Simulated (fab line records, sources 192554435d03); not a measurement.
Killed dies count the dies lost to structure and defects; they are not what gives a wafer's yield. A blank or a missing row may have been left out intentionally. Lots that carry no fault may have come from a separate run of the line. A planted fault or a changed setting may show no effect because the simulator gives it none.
fab line records	flow n5Finfet
record lots=10	wafers=29	lastDay=17
route steps=1938 shown DUMMY_GATE@243 SPACER0@261 SD_EPI_N@272 PASSIVATION@1936
lots with no fault: from the same line, run without faults
startH: hours from the record's first day to the start of the lot's first wafer shown	waitH: hours elapsed since this lot's preceding step	" same as the row above	L1.1+2: a row that stands for several wafers	- no value present, or no start provided	* or withheld: withheld	< > ~ a bound
route shown NAME@n: NAME is a module with steps in the file, n the number in the route of the first one	usual: the fault-free wafers' mean and standard deviation	same: alike in all rows	chamber/n: place in a boat	sites: the reading at each site	_std_site: standard deviation of those values	_edge_site: the outer-site mean with the inner-site mean subtracted	radiusMm: how far each site lies from the wafer's centre	mask NAME#n: copy n	behind: the most recent tool/chamber to have shaped the wafer	hold: what put the lot on hold/how long, in hours/how the hold closed	device: which transistor (n, p or np) failed to switch	end of line: tests of these same wafers at the route's end	a step without rows: its recipe alone	killed: not the wafer's yield, but the dies lost to structure and defects at the first sort	map: dies across one wafer; x = killed, . = not, _ = none there
set.NAME: the run value of the setting; set.NAME@STEP: its run value at that earlier step	model.NAME: the simulator's own value behind a step, which no gauge read
a sample of lots followed through the steps of the route, with each step as a table and each wafer as a row
services: when a tool's chamber went out of use (startH, in hours from the record's first day, below 0 if earlier), for how many hours, and the reason
## steps
# step N5_DUMMY_GATE_ETCH_31
# recipe chemistry=C4F6/O2	target=SiO2	maskMaterial=SOC	targetDepthA=825	timeS=27.5	ionEnergyEv=250	pressureMtorr=30	sourceW=345	biasW=185	Ar_flow_sccm=300	C4F6_flow_sccm=10	O2_flow_sccm=10
# usual O2_flow_sccm=10.00/0.032	drypumpMotorCurrentA=5.76/0.25	mfcArSccm=299.9/0.95	oesProductAu=0.79/0.085	rfVppV=666/12	showerheadPlenumPTorr=2.85/0.082	throttleValvePct=21.21/0.22
lot.wafer	tool	chamber	startH	waitH	O2_flow_sccm	drypumpMotorCurrentA	mfcArSccm	oesProductAu	rfHoursCounterH	rfVppV	showerheadPlenumPTorr	throttleValvePct
L385.1	rieDiel-06	1	47.35	0.0	9.99	5.92	299.7	0.77	129	678	2.97	21.18
L385.2	"	2	"	"	10.02	5.51	300.3	0.72	170	664	2.82	20.94
L385.3	"	0	"	"	10.05	5.85	300.6	0.77	110	649	2.86	21.34
L387.2	rieDiel-06	2	60.57	0.0	10.00	5.52	298.7	0.72	175	664	2.82	20.95
L387.5	"	2	"	"	9.97	5.52	299.0	0.72	-	665	2.82	20.96
L387.6	"	1	"	"	9.98	5.89	299.8	0.76	-	676	2.97	21.17
L390.1	rieDiel-05	1	76.11	0.4	10.03	5.79	298.4	0.77	129	686	2.83	20.68
L390.2	"	0	"	"	9.98	5.84	300.4	0.82	113	657	2.75	21.37
L390.4	"	2	"	"	10.06	5.58	298.9	0.92	27	666	2.90	20.98
L391.2	rieDiel-06	0	82.43	0.0	10.03	5.82	298.8	0.76	122	648	2.85	21.34
L391.3	"	3	"	"	9.97	5.80	300.9	0.96	8	657	2.91	21.32
L391.6	"	1	"	"	10.06	5.91	300.4	0.76	-	676	2.96	21.19
L393.2	rieDiel-06	2	96.80	0.3	10.03	5.51	299.2	0.71	185	664	2.82	20.97
L393.3	"	1	"	"	10.04	5.86	300.0	0.74	147	676	2.96	21.19
L393.6	"	3	"	"	10.00	5.85	299.9	0.95	-	656	2.91	21.34
L398.4	rieDiel-03	1	127.23	0.1	10.01	6.24	300.3	0.73	-	669	2.73	21.32
L398.5	"	0	"	"	9.95	5.37	300.1	0.73	-	678	2.82	21.25
L398.6	"	3	"	"	9.96	5.26	299.1	0.75	-	654	2.86	21.31
L399.2	rieDiel-03	3	130.79	0.0	10.02	5.26	300.0	0.76	160	655	2.86	21.30
L399.4	"	3	"	"	10.02	5.25	299.8	0.76	-	656	2.86	21.31
L399.6	"	0	"	"	9.95	5.43	300.8	0.73	-	677	2.82	21.26
L403.1	rieDiel-05	3	156.20	0.0	9.99	6.14	299.8	0.93	5	691	3.03	21.26
L403.2	"	2	"	"	9.99	5.60	300.8	0.89	49	663	2.89	21.03
L405.4	rieDiel-05	0	165.76	0.0	9.98	5.84	299.9	0.78	139	657	2.74	21.40
L405.5	"	1	"	"	9.97	5.71	298.0	0.75	-	685	2.82	20.74
L405.6	"	0	"	"	9.99	5.85	298.4	0.78	-	655	2.74	21.39
L407.1	rieDiel-03	3	179.02	0.0	10.00	5.25	299.1	0.74	178	654	2.85	21.35
L407.2	"	0	"	"	10.01	5.38	301.0	0.71	199	677	2.82	21.29
L407.3	"	2	"	"	9.96	5.53	298.9	0.93	6	675	3.04	21.06
# step N5_DUMMY_GATE_STRIP_41
# recipe chemistry=O2	powerW=400	tempC=40	pressureMtorr=30	rfFrequencyHz=6e+07	biasPowerW=0	overashFraction=0.3	o2FlowSccm=225
# usual drypumpMotorCurrentA=5.75/0.25	oesProductAu=0.79/0.085	rfVppV=3.7/0.49	showerheadPlenumPTorr=2.10/0.066	throttleValvePct=16.72/0.2
# same biasPowerW=0
lot.wafer	tool	chamber	startH	waitH	drypumpMotorCurrentA	oesProductAu	rfHoursCounterH	rfVppV	showerheadPlenumPTorr	throttleValvePct
L385.1	rieDiel-06	1	47.40	0.0	5.93	0.77	129	4.2	2.21	16.79
L385.2	"	2	"	"	5.52	0.73	170	4.2	2.10	16.61
L385.3	"	0	"	"	5.81	0.76	110	3.5	2.11	16.81
L387.2	rieDiel-06	2	60.62	0.0	5.51	0.74	175	3.2	2.10	16.63
L387.5	"	2	"	"	5.52	0.73	-	4.4	2.10	16.63
L387.6	"	1	"	"	5.89	0.76	-	3.8	2.21	16.79
L390.1	rieDiel-05	1	76.15	0.0	5.72	0.75	129	4.0	2.09	16.26
L390.2	"	0	"	"	5.86	0.79	113	3.8	2.03	16.87
L390.4	"	2	"	"	5.57	0.90	27	3.3	2.13	16.40
L391.2	rieDiel-06	0	82.48	0.0	5.82	0.76	122	3.0	2.11	16.84
L391.3	"	3	"	"	5.77	0.97	8	3.8	2.15	16.79
L391.6	"	1	"	"	5.91	0.76	-	4.1	2.21	16.81
L393.2	rieDiel-06	2	96.85	0.0	5.51	0.72	185	4.4	2.09	16.64
L393.3	"	1	"	"	5.90	0.75	147	2.9	2.21	16.81
L393.6	"	3	"	"	5.76	0.95	-	2.8	2.15	16.80
L398.4	rieDiel-03	1	127.27	0.0	6.24	0.72	-	3.2	2.01	16.86
L398.5	"	0	"	"	5.39	0.73	-	3.5	2.07	16.70
L398.6	"	3	"	"	5.25	0.76	-	4.0	2.08	16.64
L399.2	rieDiel-03	3	130.84	0.0	5.22	0.76	160	3.0	2.08	16.63
L399.4	"	3	"	"	5.24	0.76	-	4.3	2.08	16.64
L399.6	"	0	"	"	5.40	0.72	-	3.8	2.07	16.70
L403.1	rieDiel-05	3	156.24	0.0	6.14	0.96	5	3.4	2.23	16.67
L403.2	"	2	"	"	5.57	0.86	49	3.5	2.12	16.45
L405.4	rieDiel-05	0	165.80	0.0	5.85	0.76	139	3.1	2.02	16.94
L405.5	"	1	"	"	5.70	0.74	-	3.4	2.08	16.31
L405.6	"	0	"	"	5.83	0.76	-	3.7	2.02	16.93
L407.1	rieDiel-03	3	179.07	0.0	5.24	0.74	178	4.0	2.08	16.68
L407.2	"	0	"	"	5.35	0.71	199	4.6	2.06	16.73
L407.3	"	2	"	"	5.54	0.92	6	3.9	2.25	16.54
# step N5_DUMMY_GATE_HM_OPEN_21
# recipe chemistry=CH3F/O2	target=SiNx	targetDepthA=1200	Ar_flow_sccm=150	CH3F_flow_sccm=30	O2_flow_sccm=23	timeS=171.4	pressureMtorr=30	sourceW=395	biasW=73	ionEnergyEv=120.7
# usual O2_flow_sccm=23.00/0.074	drypumpMotorCurrentA=5.75/0.25	mfcArSccm=150.0/0.46	oesProductAu=0.79/0.085	rfVppV=300/5.3	showerheadPlenumPTorr=2.03/0.061	throttleValvePct=16.50/0.19
lot.wafer	tool	chamber	startH	waitH	O2_flow_sccm	drypumpMotorCurrentA	mfcArSccm	oesProductAu	rfHoursCounterH	rfVppV	showerheadPlenumPTorr	throttleValvePct
L385.1	rieDiel-06	1	47.44	0.0	22.98	5.89	150.0	0.77	129	304	2.11	16.49
L385.2	"	2	"	"	23.00	5.53	150.0	0.73	170	299	2.00	16.32
L385.3	"	0	"	"	23.03	5.80	150.5	0.77	110	292	2.03	16.60
L387.2	rieDiel-06	2	60.66	0.0	23.06	5.50	151.2	0.71	175	298	2.00	16.31
L387.5	"	2	"	"	23.01	5.52	150.3	0.72	-	299	2.00	16.31
L387.6	"	1	"	"	23.02	5.93	150.6	0.76	-	303	2.11	16.50
L390.1	rieDiel-05	1	76.19	0.0	22.94	5.73	149.3	0.76	129	309	2.01	16.05
L390.2	"	0	"	"	22.93	5.83	150.4	0.80	113	294	1.95	16.62
L390.4	"	2	"	"	23.03	5.58	150.0	0.91	27	300	2.06	16.22
L391.2	rieDiel-06	0	82.52	0.0	22.86	5.83	150.4	0.76	122	292	2.03	16.64
L391.3	"	3	"	"	23.04	5.81	150.0	0.97	8	295	2.07	16.56
L391.6	"	1	"	"	23.08	5.93	149.8	0.76	-	304	2.11	16.52
L393.2	rieDiel-06	2	96.89	0.0	22.93	5.54	149.0	0.70	185	298	2.00	16.33
L393.3	"	1	"	"	23.01	5.90	150.2	0.75	147	303	2.11	16.52
L393.6	"	3	"	"	23.01	5.81	150.3	0.95	-	295	2.07	16.56
L398.4	rieDiel-03	1	127.36	0.1	22.95	6.19	149.7	0.73	-	301	1.93	16.63
L398.5	"	0	"	"	23.02	5.41	150.1	0.72	-	304	2.00	16.54
L398.6	"	3	"	"	22.91	5.25	150.0	0.76	-	295	2.03	16.56
L399.2	rieDiel-03	3	130.88	0.0	23.05	5.23	149.6	0.76	160	295	2.03	16.56
L399.4	"	3	"	"	22.98	5.26	149.3	0.76	-	295	2.03	16.58
L399.6	"	0	"	"	23.02	5.38	149.7	0.73	-	303	2.00	16.55
L403.1	rieDiel-05	3	156.28	0.0	23.01	6.12	150.1	0.94	5	309	2.15	16.48
L403.2	"	2	"	"	22.94	5.57	150.0	0.89	49	301	2.05	16.28
L405.4	rieDiel-05	0	165.84	0.0	23.08	5.85	150.7	0.78	139	295	1.94	16.68
L405.5	"	1	"	"	23.09	5.75	149.8	0.74	-	309	2.00	16.10
L405.6	"	0	"	"	23.01	5.82	150.8	0.79	-	295	1.94	16.67
L407.1	rieDiel-03	3	179.11	0.0	23.06	5.25	150.5	0.74	178	294	2.02	16.59
L407.2	"	0	"	"	22.98	5.37	149.0	0.71	199	304	2.00	16.57
L407.3	"	2	"	"	22.93	5.51	150.4	0.92	6	304	2.16	16.29
# step N5_DUMMY_GATE_PRECLEAN_51
# recipe chemistry=SC2	timeS=45	tempC=35	mix=1:1:50
lot.wafer	tool	chamber	startH	waitH
L385.1+2+3	wetBench-04	2,3,6	48.01	0.0
L387.2+5+6	wetBench-05	6,0,5	61.22	0.0
L390.1+2+4	wetBench-01	5,4,7	76.75	0.0
L391.2+3+6	wetBench-01	2,3,6	83.23	0.0
L393.2+3+6	wetBench-01	1,6,7	97.44	0.0
L398.4+5+6	wetBench-05	2,5,3	127.85	0.0
L399.2+4+6	wetBench-05	1,7,3	131.43	0.0
L403.1+2	wetBench-05	6,5	156.86	0.0
L405.4+5+6	wetBench-05	7,6,1	166.65	0.0
L407.1+2+3	wetBench-05	0,2,7	179.69	0.0
# step N5_DUMMY_GATE_INSPECT_27
# recipe inspectInstrument=brightfield	mode=aei
# usual rawDefectCount=309/76
lot.wafer	tool	chamber	startH	waitH	rawDefectCount
L385.1	defectInspect-01	-	48.10	0.0	444
L385.2	"	-	"	"	373
L385.3	"	-	"	"	346
L387.2	defectInspect-02	-	61.31	0.0	292
L387.5	"	-	"	"	233
L387.6	"	-	"	"	242
L390.1	defectInspect-01	-	76.84	0.0	353
L390.2	"	-	"	"	374
L390.4	"	-	"	"	395
L391.2	defectInspect-01	-	83.31	0.0	280
L391.3	"	-	"	"	239
L391.6	"	-	"	"	334
L393.2	defectInspect-02	-	97.53	0.0	1292
L393.3	"	-	"	"	1350
L393.6	"	-	"	"	1326
L398.4	defectInspect-02	-	127.94	0.0	333
L398.5	"	-	"	"	272
L398.6	"	-	"	"	266
L399.2	defectInspect-01	-	131.52	0.0	450
L399.4	"	-	"	"	352
L399.6	"	-	"	"	272
L403.1	defectInspect-01	-	156.95	0.0	388
L403.2	"	-	"	"	504
L405.4	defectInspect-01	-	166.75	0.0	532
L405.5	"	-	"	"	460
L405.6	"	-	"	"	320
L407.1	defectInspect-02	-	179.78	0.0	278
L407.2	"	-	"	"	255
L407.3	"	-	"	"	322
# step N5_SPACER0_INSPECT_04
# recipe inspectInstrument=darkfield	mode=postDep
# usual rawDefectCount=147/35
lot.wafer	tool	chamber	startH	waitH	rawDefectCount
L385.1	defectInspect-02	-	48.70	0.1	173
L385.2	"	-	"	"	199
L385.3	"	-	"	"	139
L387.2	defectInspect-02	-	61.92	0.1	126
L387.5	"	-	"	"	125
L387.6	"	-	"	"	105
L390.1	defectInspect-01	-	77.44	0.1	151
L390.2	"	-	"	"	167
L390.4	"	-	"	"	142
L391.2	defectInspect-01	-	83.92	0.1	144
L391.3	"	-	"	"	125
L391.6	"	-	"	"	134
L393.2	defectInspect-02	-	100.14	0.1	1202
L393.3	"	-	"	"	1259
L393.6	"	-	"	"	1224
L398.4	defectInspect-02	-	128.54	0.1	153
L398.5	"	-	"	"	144
L398.6	"	-	"	"	138
L399.2	defectInspect-02	-	132.13	0.1	192
L399.4	"	-	"	"	139
L399.6	"	-	"	"	128
L403.1	defectInspect-02	-	157.68	0.1	213
L403.2	"	-	"	"	206
L405.4	defectInspect-01	-	167.61	0.1	242
L405.5	"	-	"	"	180
L405.6	"	-	"	"	119
L407.1	defectInspect-02	-	183.03	0.1	134
L407.2	"	-	"	"	138
L407.3	"	-	"	"	210
# step N5_SD_EPI_N_INSPECT_11
# recipe mode=adi	inspectInstrument=macro
# usual rawDefectCount=2.0/1.3
lot.wafer	tool	chamber	startH	waitH	rawDefectCount
L385.1	defectInspect-02	-	49.16	0.0	1
L385.2	"	-	"	"	2
L385.3	"	-	"	"	2
L387.2	defectInspect-02	-	62.24	0.0	2
L387.5	"	-	"	"	4
L387.6	"	-	"	"	3
L390.1	defectInspect-01	-	77.89	0.0	0
L390.2	"	-	"	"	1
L390.4	"	-	"	"	2
L391.2	defectInspect-02	-	84.37	0.0	4
L391.3	"	-	"	"	5
L391.6	"	-	"	"	3
L393.2	defectInspect-02	-	100.59	0.0	>300
L393.3	"	-	"	"	>300
L393.6	"	-	"	"	>300
L398.4	defectInspect-01	-	128.87	0.0	3
L398.5	"	-	"	"	2
L398.6	"	-	"	"	1
L399.2	defectInspect-01	-	132.45	0.0	2
L399.4	"	-	"	"	2
L399.6	"	-	"	"	6
L403.1	defectInspect-01	-	158.01	0.0	3
L403.2	"	-	"	"	2
L405.4	defectInspect-01	-	167.93	0.0	3
L405.5	"	-	"	"	2
L405.6	"	-	"	"	1
L407.1	defectInspect-02	-	183.35	0.0	5
L407.2	"	-	"	"	3
L407.3	"	-	"	"	2
# step N5_PASSIVATION_PROBE_49
# usual killed_at_M0_to_M3=33/9.1	killed_at_M4_up=14/5.6	killedAtContacts=13/5.7	killedAtFrontEnd=42/12	killedAtOther=4/3	killedDies=105/16	killedOnRim=13/4	killedOpen=69/11	killedShort=34/7.5
# same grossDies=1180	killedAtBackSide=0
lot.wafer	tool	chamber	startH	waitH	killed_at_M0_to_M3	killed_at_M4_up	killedAtContacts	killedAtFrontEnd	killedAtOther	killedDies	killedOnRim	killedOpen	killedShort
L385.1	prober-02	-	262.73	0.0	28	19	11	54	2	114	14	73	37
L385.2	prober-02	-	262.78	0.1	28	24	12	33	2	99	10	66	28
L385.3	prober-02	-	262.83	0.1	29	13	6	51	1	100	9	66	33
L387.2	prober-02	-	281.85	0.1	31	15	31	26	5	108	11	73	33
L387.5	prober-02	-	282.00	0.2	26	21	11	24	5	87	15	59	23
L387.6	prober-02	-	282.05	0.3	25	24	11	29	5	94	17	64	30
L390.1	prober-01	-	296.94	0.0	31	14	31	33	9	118	13	75	43
L390.2	prober-01	-	296.99	0.1	34	19	13	31	4	101	12	66	34
L390.4	prober-01	-	297.09	0.2	53	12	9	31	7	112	16	69	42
L391.2	prober-01	-	300.77	0.5	39	8	9	65	4	125	16	75	48
L391.3	prober-01	-	300.82	0.5	37	13	16	52	8	126	19	76	47
L391.6	prober-01	-	300.97	0.7	32	17	15	54	6	124	19	82	39
L393.2	prober-02	-	309.78	0.1	33	9	14	160	1	217	32	59	21
L393.3	prober-02	-	309.83	0.1	37	11	16	137	0	201	25	65	46
L393.6	prober-02	-	309.98	0.3	41	3	11	166	4	225	36	57	39
L398.4	prober-02	-	341.60	0.2	28	14	14	51	3	110	20	71	39
L398.5	prober-02	-	341.65	0.2	26	8	10	35	3	82	8	51	31
L398.6	prober-02	-	341.70	0.3	30	11	7	45	0	93	20	61	25
L399.2	prober-01	-	344.75	0.1	27	8	24	67	7	133	17	87	45
L399.4	prober-01	-	344.85	0.2	31	7	32	44	2	116	19	90	25
L399.6	prober-01	-	344.95	0.3	24	17	28	62	2	133	16	95	37
L403.1	prober-01	-	378.24	0.0	33	18	3	46	8	108	19	72	36
L403.2	prober-01	-	378.29	0.1	40	17	11	46	5	119	9	78	39
L405.4	prober-01	-	382.69	0.2	25	21	8	47	2	103	10	59	42
L405.5	prober-01	-	382.74	0.2	30	16	11	50	0	107	12	62	42
L405.6	prober-01	-	382.79	0.3	45	14	15	41	1	116	18	73	38
L407.1	prober-02	-	411.58	0.0	40	14	16	40	11	121	21	79	40
L407.2	prober-02	-	411.63	0.1	42	24	15	45	4	130	15	97	33
L407.3	prober-02	-	411.68	0.1	28	12	13	36	6	95	9	67	26
# killed by level:class
L385.1 FIN_SAQP:geometricParticle:open=15 STI_FIN_REVEAL:geometricParticle:open=13 BEOL_M3:geometricParticle:open=10 FIN_SAQP:geometricParticle:short=8 MOL_CONTACT_COAG:geometricParticle:open=7 BEOL_M4:geometricParticle:open=5 BEOL_M0_SAQP:geometricParticle:open=5 MOL_CONTACT_COAG:geometricParticle:short=4
L385.2 BEOL_M4:geometricParticle:open=15 FIN_SAQP:geometricParticle:open=10 BEOL_M3:geometricParticle:open=10 FIN_SAQP:geometricParticle:short=8 MOL_CONTACT_COAG:geometricParticle:open=8 GATE_CUT:geometricParticle:short=5 BEOL_M2:geometricParticle:open=5 MOL_CONTACT_COAG:geometricParticle:short=4
L385.3 FIN_SAQP:geometricParticle:short=14 BEOL_M3:geometricParticle:open=13 FIN_SAQP:geometricParticle:open=11 BEOL_M4:geometricParticle:open=8 BEOL_M2:geometricParticle:open=7 MOL_CONTACT_COAG:geometricParticle:open=5 STI_FIN_REVEAL:geometricParticle:open=5 GATE_CUT:geometricParticle:short=5
L387.2 MOL_CONTACT_COAG:geometricParticle:open=23 BEOL_M3:geometricParticle:open=8 MOL_CONTACT_COAG:geometricParticle:short=7 BEOL_M2:geometricParticle:open=6 BEOL_M5:geometricParticle:open=6 GATE_CUT:geometricParticle:short=5 BEOL_M0_SAQP:geometricParticle:open=5 BEOL_M4:geometricParticle:open=4
L387.5 BEOL_M4:geometricParticle:open=11 MOL_CONTACT_COAG:geometricParticle:open=10 BEOL_M3:geometricParticle:open=10 FIN_SAQP:geometricParticle:short=5 FIN_SAQP:geometricParticle:open=4 GATE_CUT:geometricParticle:short=4 BEOL_M1:geometricParticle:open=4 BEOL_M3:geometricParticle:short=3
L387.6 BEOL_M3:geometricParticle:open=14 MOL_CONTACT_COAG:geometricParticle:open=10 FIN_SAQP:geometricParticle:short=5 GATE_CUT:geometricParticle:short=5 BEOL_M2:geometricParticle:open=5 BEOL_M4:geometricParticle:short=5 STARTING-WAFER:geometricParticle:open=5 FIN_SAQP:geometricParticle:open=4
L390.1 MOL_CONTACT_COAG:geometricParticle:open=27 BEOL_M0_SAQP:geometricParticle:short=13 BEOL_M4:geometricParticle:open=6 DUMMY_GATE:geometricParticle:open=5 BEOL_M2:geometricParticle:open=5 FIN_SAQP:geometricParticle:short=4 GATE_CUT:geometricParticle:open=4 MOL_CONTACT_COAG:geometricParticle:short=4
L390.2 BEOL_M4:geometricParticle:open=10 MOL_CONTACT_COAG:geometricParticle:open=9 BEOL_M3:geometricParticle:open=8 BEOL_M0_SAQP:geometricParticle:open=7 BEOL_M0_SAQP:geometricParticle:short=6 DUMMY_GATE:geometricParticle:open=5 MOL_CONTACT_COAG:geometricParticle:short=4 BEOL_M2:geometricParticle:open=4
L390.4 BEOL_M0_SAQP:geometricParticle:short=12 BEOL_M1:geometricParticle:open=10 BEOL_M2:geometricParticle:open=8 BEOL_M3:geometricParticle:open=8 FIN_SAQP:geometricParticle:short=7 MOL_CONTACT_COAG:geometricParticle:open=7 BEOL_M0_SAQP:geometricParticle:open=7 GATE_CUT:geometricParticle:short=6
L391.2 FIN_SAQP:geometricParticle:short=20 FIN_SAQP:geometricParticle:open=20 STI_FIN_REVEAL:geometricParticle:open=14 BEOL_M0_SAQP:geometricParticle:short=13 BEOL_M0_SAQP:geometricParticle:open=10 MOL_CONTACT_COAG:geometricParticle:open=6 BEOL_M0:geometricParticle:open=4 BEOL_M1:geometricParticle:open=4
L391.3 FIN_SAQP:geometricParticle:short=18 MOL_CONTACT_COAG:geometricParticle:open=13 FIN_SAQP:geometricParticle:open=10 BEOL_M0_SAQP:geometricParticle:open=10 DUMMY_GATE:geometricParticle:open=9 BEOL_M0_SAQP:geometricParticle:short=9 BEOL_M1:geometricParticle:open=8 STI_FIN_REVEAL:geometricParticle:open=4
L391.6 FIN_SAQP:geometricParticle:short=15 FIN_SAQP:geometricParticle:open=13 MOL_CONTACT_COAG:geometricParticle:open=12 BEOL_M0_SAQP:geometricParticle:open=10 DUMMY_GATE:geometricParticle:open=8 BEOL_M0_SAQP:geometricParticle:short=7 BEOL_M2:geometricParticle:open=7 BEOL_M5:geometricParticle:open=6
L393.2 DUMMY_GATE:unspecified=137 MOL_CONTACT_COAG:geometricParticle:open=11 FIN_SAQP:geometricParticle:open=7 BEOL_M1:geometricParticle:open=6 BEOL_M0_SAQP:geometricParticle:short=6 BEOL_M2:geometricParticle:open=6 STI_FIN_REVEAL:geometricParticle:open=5 BEOL_M3:geometricParticle:open=5
L393.3 DUMMY_GATE:unspecified=89 STI_FIN_REVEAL:geometricParticle:open=9 BEOL_M1:geometricParticle:open=9 MOL_CONTACT_COAG:geometricParticle:open=9 FIN_SAQP:geometricParticle:short=8 MOL_CONTACT_COAG:geometricParticle:short=7 FIN_SAQP:geometricParticle:open=6 DUMMY_GATE:geometricParticle:open=6
L393.6 DUMMY_GATE:unspecified=128 FIN_SAQP:geometricParticle:short=12 FIN_SAQP:geometricParticle:open=10 BEOL_M0_SAQP:geometricParticle:short=10 BEOL_M3:geometricParticle:open=10 MOL_CONTACT_COAG:geometricParticle:open=8 BEOL_M1:geometricParticle:open=8 BEOL_M0_SAQP:geometricParticle:open=4
L398.4 MOL_CONTACT_COAG:geometricParticle:open=13 DUMMY_GATE:geometricParticle:open=9 FIN_SAQP:geometricParticle:short=8 STI_FIN_REVEAL:geometricParticle:open=6 BEOL_M0_SAQP:geometricParticle:short=6 BEOL_M1:geometricParticle:open=6 BEOL_M3:geometricParticle:open=6 FIN_SAQP:geometricParticle:open=5
L398.5 MOL_CONTACT_COAG:geometricParticle:open=8 DUMMY_GATE:geometricParticle:open=6 BEOL_M0_SAQP:geometricParticle:short=6 STI_FIN_REVEAL:geometricParticle:open=5 GATE_CUT:geometricParticle:short=5 BEOL_M0_SAQP:geometricParticle:open=5 BEOL_M2:geometricParticle:open=4 BEOL_M3:geometricParticle:open=4
L398.6 BEOL_M3:geometricParticle:open=12 GATE_CUT:geometricParticle:short=8 DUMMY_GATE:geometricParticle:open=6 MOL_CONTACT_COAG:geometricParticle:open=6 BEOL_M2:geometricParticle:open=6 HKMG_FIN:areaEtch=6 FIN_SAQP:geometricParticle:open=5 FIN_SAQP:geometricParticle:short=5
L399.2 STI_FIN_REVEAL:geometricParticle:open=22 MOL_CONTACT_COAG:geometricParticle:open=17 FIN_SAQP:geometricParticle:open=15 BEOL_M3:geometricParticle:open=12 STI_FIN_REVEAL:geometricParticle:short=8 MOL_CONTACT_COAG:geometricParticle:short=7 FIN_SAQP:geometricParticle:short=6 GATE_CUT:geometricParticle:short=5
L399.4 MOL_CONTACT_COAG:geometricParticle:open=23 STI_FIN_REVEAL:geometricParticle:open=17 BEOL_M3:geometricParticle:open=15 FIN_SAQP:geometricParticle:open=10 MOL_CONTACT_COAG:geometricParticle:short=8 DUMMY_GATE:geometricParticle:open=5 BEOL_M0_SAQP:geometricParticle:short=5 BEOL_M4:geometricParticle:open=5
L399.6 STI_FIN_REVEAL:geometricParticle:open=23 MOL_CONTACT_COAG:geometricParticle:open=20 FIN_SAQP:geometricParticle:short=13 BEOL_M4:geometricParticle:open=10 FIN_SAQP:geometricParticle:open=9 MOL_CONTACT_COAG:geometricParticle:short=8 BEOL_M3:geometricParticle:open=7 BEOL_M0_SAQP:geometricParticle:open=7
L403.1 STI_FIN_REVEAL:geometricParticle:open=12 BEOL_M0_SAQP:geometricParticle:short=12 BEOL_M0_SAQP:geometricParticle:open=11 BEOL_M4:geometricParticle:open=10 FIN_SAQP:geometricParticle:short=9 FIN_SAQP:geometricParticle:open=6 BEOL_M3:geometricParticle:open=5 PASS1_CAP:geometricParticle:open=4
L403.2 BEOL_M4:geometricParticle:open=13 STI_FIN_REVEAL:geometricParticle:open=10 BEOL_M3:geometricParticle:open=10 FIN_SAQP:geometricParticle:short=9 FIN_SAQP:geometricParticle:open=9 MOL_CONTACT_COAG:geometricParticle:open=9 BEOL_M0_SAQP:geometricParticle:short=8 BEOL_M0_SAQP:geometricParticle:open=7
L405.4 STI_FIN_REVEAL:geometricParticle:open=12 BEOL_M4:geometricParticle:open=10 FIN_SAQP:geometricParticle:short=9 MOL_CONTACT_COAG:geometricParticle:open=7 BEOL_M3:geometricParticle:open=7 FIN_SAQP:geometricParticle:open=5 ILD0:geometricParticle:short=5 GATE_CUT:geometricParticle:short=5
L405.5 FIN_SAQP:geometricParticle:short=9 STI_FIN_REVEAL:geometricParticle:open=9 MOL_CONTACT_COAG:geometricParticle:open=8 BEOL_M4:geometricParticle:short=7 STARTING-WAFER:geometricParticle:open=7 BEOL_M0_SAQP:geometricParticle:short=6 GATE_CUT:geometricParticle:short=6 BEOL_M2:geometricParticle:open=6
L405.6 MOL_CONTACT_COAG:geometricParticle:open=13 STI_FIN_REVEAL:geometricParticle:open=12 BEOL_M0_SAQP:geometricParticle:open=12 BEOL_M0_SAQP:geometricParticle:short=11 GATE_CUT:geometricParticle:short=6 BEOL_M3:geometricParticle:open=6 FIN_SAQP:geometricParticle:open=4 DUMMY_GATE:geometricParticle:open=4
L407.1 STI_FIN_REVEAL:geometricParticle:open=15 BEOL_M1:geometricParticle:open=15 MOL_CONTACT_COAG:geometricParticle:open=13 BEOL_M0_SAQP:geometricParticle:short=11 MIM_TOP_ETCH:geometricParticle:short=7 FIN_SAQP:geometricParticle:short=6 BEOL_M4:geometricParticle:open=6 STARTING-WAFER:geometricParticle:open=6
L407.2 STI_FIN_REVEAL:geometricParticle:open=22 BEOL_M0_SAQP:geometricParticle:open=17 BEOL_M4:geometricParticle:open=13 MOL_CONTACT_COAG:geometricParticle:open=10 BEOL_M3:geometricParticle:open=8 BEOL_M0_SAQP:geometricParticle:short=6 MOL_CONTACT_COAG:geometricParticle:short=5 FIN_SAQP:geometricParticle:open=4
L407.3 STI_FIN_REVEAL:geometricParticle:open=13 MOL_CONTACT_COAG:geometricParticle:open=9 BEOL_M0_SAQP:geometricParticle:open=9 BEOL_M4:geometricParticle:open=6 BEOL_M0_SAQP:geometricParticle:short=6 BEOL_M1:geometricParticle:open=6 BEOL_M2:geometricParticle:open=5 STI_FIN_REVEAL:geometricParticle:short=4
## services
tool	chamber	startH	hours	kind
rieDiel-05	-	23.95	0.3	repair
rieDiel-03	2	25.30	3.7	repair
rieDiel-03	-	29.07	2.4	repair
rieDiel-06	3	33.66	-	clean
rieDiel-06	3	33.66	-	consumableReplace:focusRing
rieDiel-06	3	33.66	20.0	scheduledDown
rieDiel-06	3	33.66	20.0	ventCycle
rieDiel-03	2	33.91	5.2	repair
rieDiel-05	1	55.98	6.4	repair
rieDiel-05	0	58.55	9.7	repair
rieDiel-03	-	76.83	0.6	repair
rieDiel-06	2	78.81	9.3	repair
rieDiel-03	2	100.80	22.0	repair
rieDiel-06	1	113.13	2.7	repair
rieDiel-03	2	125.25	-	clean
rieDiel-03	2	125.25	-	consumableReplace:focusRing
rieDiel-03	2	125.25	-	consumableReplace:showerhead
rieDiel-03	2	125.25	35.9	scheduledDown
rieDiel-03	2	125.25	35.9	ventCycle
rieDiel-05	3	126.60	-	clean
rieDiel-05	3	126.60	-	consumableReplace:focusRing
rieDiel-05	2	147.57	7.4	repair
wetBench-05	-	168.33	5.9	repair
wetBench-01	-	178.81	6.6	repair
## key
firstSign step=N5_DUMMY_GATE_INSPECT_27	reading=rawDefectCount	direction=up	sigmas=13	usual=309	struck=1323
effect step=N5_SPACER0_INSPECT_04	reading=rawDefectCount	direction=up	sigmas=31	usual=147	struck=1228
effect step=N5_SD_EPI_N_INSPECT_11	reading=rawDefectCount	direction=up	sigmas=99+	usual=2.0	struck=>300
effect step=N5_PASSIVATION_PROBE_49	reading=killedAtFrontEnd	direction=up	sigmas=9.2	usual=42	struck=154
moreKillsBornAt N5_DUMMY_GATE_PRECLEAN_51@wetBench-01=354
metAt N5_DUMMY_GATE_PRECLEAN_51
struckLots L393
testerLeftOut L393
notActingAt N5_DUMMY_GATE_ETCH_31,N5_DUMMY_GATE_STRIP_41,N5_DUMMY_GATE_HM_OPEN_21
onsetBetween 83.23 97.44
fault kind=chamberParticleSource	tool=wetBench-01	chamber=-	onsetH=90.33	steps=N5_DUMMY_GATE_PRECLEAN_51	ratePerVisitCm2=1.7147
# testerLeftOut: of these lots the tester's yield and bins aren't shown, on N5 and GAA mostly nor the transistor test; their killed dies are dies lost to structure and defects alone, not to doping, threshold or leakage, so they don't give the yield
